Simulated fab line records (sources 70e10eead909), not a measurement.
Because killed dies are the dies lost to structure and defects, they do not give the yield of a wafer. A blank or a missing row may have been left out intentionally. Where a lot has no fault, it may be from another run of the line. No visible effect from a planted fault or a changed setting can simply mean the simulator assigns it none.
Chamber matching	flow nand-harc	NHARC_A_CHANNEL_FILL_D2_ALD_16 on ald-hk-04: 4 sister chambers
The step deposits SiO2, target thk 1.5 nm, pulse time 10 s, ald cycles 15. 8 wafers are shown with their chamber, then 12 later ones without.

## EACH WAFER AND ITS CHAMBER
wafer	chamber	heater-power-outer-w (W)	heater-power-w (W)
L086.3	1	277	499
L088.4	1	285	493
L088.5	0	203	379
L090.2	3	274	410
L090.6	2	252	456
L093.3	0	203	387
L093.4	2	251	474
L093.5	3	270	421

## WAFERS WITH NO CHAMBER GIVEN
wafer	heater-power-outer-w (W)	heater-power-w (W)
L094.1	257	426
L094.2	287	505
L094.6	270	420
L092.3	209	388
L092.4	261	413
L092.5	208	391
L095.2	202	384
L095.5	208	388
L095.6	262	406
L097.3	204	404
L097.4	267	425
L097.6	254	464

## THE CHAMBER EACH PASSED THROUGH
wafer	from the rows above	in truth
L094.1	can't be placed: 3 or 2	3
L094.2	1	1
L094.6	3	3
L092.3	0	0
L092.4	3	3
L092.5	0	0
L095.2	0	0
L095.5	0	0
L095.6	3	3
L097.3	0	0
L097.4	3	3
L097.6	2	2
Placed correctly: 11 of 12. From these rows, 1 cannot be placed; in 1 the true chamber is one of the candidates. 0 placed wrongly.
How it was worked out, from the rows above alone: a wafer's distance from a chamber is the root of the sum, over the readings, of the square of ((its reading less the chamber's mean) divided by the reading's scatter). The wafer belongs to the nearest chamber; if the next one is less than 2 further off, it can't be placed. For every chamber, the mean is computed from those of its wafers that are shown. The scatter: take each reading less its chamber's mean, square it, sum over the shown wafers, divide by the number of wafers less the number of chambers, and take the root.
